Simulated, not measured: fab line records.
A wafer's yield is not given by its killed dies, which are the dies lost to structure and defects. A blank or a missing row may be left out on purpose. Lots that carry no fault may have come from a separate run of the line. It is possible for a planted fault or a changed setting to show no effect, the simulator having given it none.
What tool caused it? ; flow nand_harc ; 10 lots, 30 wafers sampled, at 2 steps of a route of 1159

WHAT EACH GAUGE READ, for each wafer
NHARC_P_ZERO_WELL_CD_MEAS_37: target cd 720 nm.
lot;measured;on;cd_nm (nm)
L076;day 2 04:41;cd_sem-01;718.6 721.3 720.5
L078;day 2 16:06;cd_sem-03;720.1 720.0 718.7
L080;day 3 04:10;cd_sem-03;717.6 719.5 718.2
L082;day 3 16:16;cd_sem-01;717.6 720.4 718.2
L084;day 4 04:00;cd_sem-02;716.0 721.2 718.2
L086;day 4 16:07;cd_sem-01;720.5 718.9 717.6
L089;day 5 10:16;cd_sem-01;718.1 719.1 719.0
L092;day 6 04:07;cd_sem-03;718.9 720.2 720.0
L094;day 6 16:14;cd_sem-02;717.4 721.0 716.7
L096;day 7 04:08;cd_sem-01;719.0 722.0 718.3

WHAT TOOL EACH LOT RAN ON (gives the tool, then ch and the chambers of the sampled wafers, and finally the start)
lot;NHARC_P_ZERO_WELL_DESCUM_26
L076;rie_diel-07 ch 2,3, day 2 03:12
L078;rie_diel-11 ch 0,2,3, day 2 14:38
L080;rie_diel-11 ch 0,1,3, day 3 02:48
L082;rie_diel-01 ch 2,3, day 3 14:47
L084;rie_diel-11 ch 0,3, day 4 02:38
L086;rie_diel-11 ch 1,2,3, day 4 14:38
L089;rie_diel-07 ch 0,1,3, day 5 08:47
L092;rie_diel-11 ch 1,2,3, day 6 02:46
L094;rie_diel-11 ch 0,1,2, day 6 14:46
L096;rie_diel-07 ch 1,2, day 7 02:38
- NHARC_P_ZERO_WELL_DESCUM_26: chemistry O2, time 3 s.

THE ANSWER, worked out from the rows above alone
Rule: the lots themselves supply what counts as usual. Put in order of their means at a reading, lots are off if they are a third of the lots or fewer, leave a main group of 4 or more, and stand apart from it by a gap of 3 or more times the standard deviation of the main group's means; of several such gaps the widest counts. A main group is skipped when, at the precision printed for the reading in the tables above, its means are all equal. Also off: a lot with no number at a reading for which 4 or more lots have one. All remaining lots with rows at the step are treated as sound.
None of the lots is off at any reading shown; this tells nothing.

WHAT WAS PUT IN BY THE SIMULATOR
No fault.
